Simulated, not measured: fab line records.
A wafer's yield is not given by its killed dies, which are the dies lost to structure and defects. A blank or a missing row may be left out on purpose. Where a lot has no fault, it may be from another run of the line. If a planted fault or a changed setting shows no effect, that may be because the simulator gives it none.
Which tool was responsible?    flow n5Finfet    Sampling: 10 lots, 30 wafers, 5 of 1938 route steps

WHAT THE GAUGES READ, wafer by wafer
N5_PASSIVATION_CD_MEAS_30 targets a cd of 4000 nm.
lot   measured      on        cdNm (nm)
L433  day 12 00:45  cdSem-03  3997 3997 3998
L434  day 12 09:28  cdSem-01  3999 4000 3999
L436  day 13 06:59  cdSem-03  4002 4001 4003
L437  day 13 09:49  cdSem-01  3999 4004 4001
L441  day 15 08:41  cdSem-01  3964 3958 3959
L444  day 15 13:56  cdSem-01  3957 3958 3960
L448  day 16 09:30  cdSem-02  4002 4000 3999
L446  day 16 14:23  cdSem-02  3997 3999 3994
L450  day 17 08:24  cdSem-01  3999 4004 4004
L455  day 18 11:31  cdSem-02  3998 3998 3996

WHICH TOOL RAN EACH LOT (tool, then ch and the chambers of the sampled wafers, then the start)
lot   N5_MIM_BOT_LITHO_DESCUM_10         N5_PASSIVATION_PECVD_01          N5_PASSIVATION_PRE_CLEAN_19  N5_PASSIVATION_EXPOSE_27
L433  rieDiel-03 ch 2,3, day 11 20:23    pecvd-01 ch 0,2, day 11 21:19    pvdSputter-02, day 12 00:08  krfScanner-02 ch 0, day 12 00:34
L434  rieDiel-03 ch 0,2,3, day 12 02:04  pecvd-03 ch 0,1, day 12 03:00    pvdSputter-01, day 12 08:51  krfScanner-02 ch 0, day 12 09:18
L436  rieDiel-01 ch 0,3, day 13 01:35    pecvd-01 ch 0,2, day 13 02:39    pvdSputter-01, day 13 06:15  krfScanner-01 ch 0, day 13 06:49
L437  rieDiel-03 ch 0,1,2, day 13 04:53  pecvd-03 ch 0,1,2, day 13 05:48  pvdSputter-02, day 13 09:12  krfScanner-01 ch 0, day 13 09:38
L441  rieDiel-01 ch 0,3, day 15 05:08    pecvd-03 ch 0,1,2, day 15 06:16  pvdSputter-02, day 15 08:04  krfScanner-01 ch 0, day 15 08:31
L444  rieDiel-01 ch 1,2,3, day 15 10:12  pecvd-03 ch 0,1,2, day 15 11:16  pvdSputter-03, day 15 13:19  krfScanner-01 ch 0, day 15 13:45
L448  rieDiel-03 ch 1,2, day 16 04:17    pecvd-03 ch 0,1, day 16 05:16    pvdSputter-02, day 16 08:46  krfScanner-02 ch 0, day 16 09:20
L446  rieDiel-05 ch 0,2,3, day 16 08:07  pecvd-01 ch 1,2, day 16 09:02    pvdSputter-03, day 16 13:38  krfScanner-02 ch 0, day 16 14:12
L450  rieDiel-01 ch 1,2, day 17 01:56    pecvd-03 ch 0,1, day 17 02:52    pvdSputter-02, day 17 07:40  krfScanner-02 ch 0, day 17 08:14
L455  rieDiel-01 ch 0,1,2, day 18 08:08  pecvd-04 ch 0,2, day 18 09:04    pvdSputter-01, day 18 10:47  krfScanner-02 ch 0, day 18 11:21
- N5_MIM_BOT_LITHO_DESCUM_10: chemistry O2, time 7.9 s.
- N5_PASSIVATION_PECVD_01: deposits SiNx from SiH4/NH3/N2, target thk 200 nm, time 43.2 s.
- N5_PASSIVATION_PRE_CLEAN_19
- N5_PASSIVATION_EXPOSE_27: exposes mask PAD, defocus 0 nm.

THE ANSWER, worked out from the rows above alone
Rule: usual is defined by the lots themselves. Put in order of their means at a reading, lots are off if they are a third of the lots or fewer, leave a main group of 4 or more, and stand apart from it by a gap of 3 or more times the standard deviation of the main group's means; of several such gaps the widest counts. Not used: any main group whose means are identical at the precision the tables above print for the reading. Also off: a lot with no number at a reading for which 4 or more lots have one. Any other lot the step has rows for is counted as sound.
Off at N5_PASSIVATION_CD_MEAS_30 (cdNm): L441, L444. For the main group the mean is 4000 nm and the standard deviation 2.1.
A tool fits if, at a process step before that reading, it ran every lot that is off, and no sound lot after the first of them. The gauges at N5_PASSIVATION_CD_MEAS_30 are tried like those tools. One candidate fits, namely krfScanner-01 at N5_PASSIVATION_EXPOSE_27. A fault onset in the window from L437 (day 13 09:38, its last sound lot) to L441 (day 15 08:31, its first lot off) fits.

WHAT THE SIMULATOR HAD PUT IN
Process parameter drift: krfScanner-01, from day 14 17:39 on, at N5_PASSIVATION_EXPOSE_27. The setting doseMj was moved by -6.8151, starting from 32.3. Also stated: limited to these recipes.
Struck lots among those shown: L441, L444. The rule above reached the same finding.
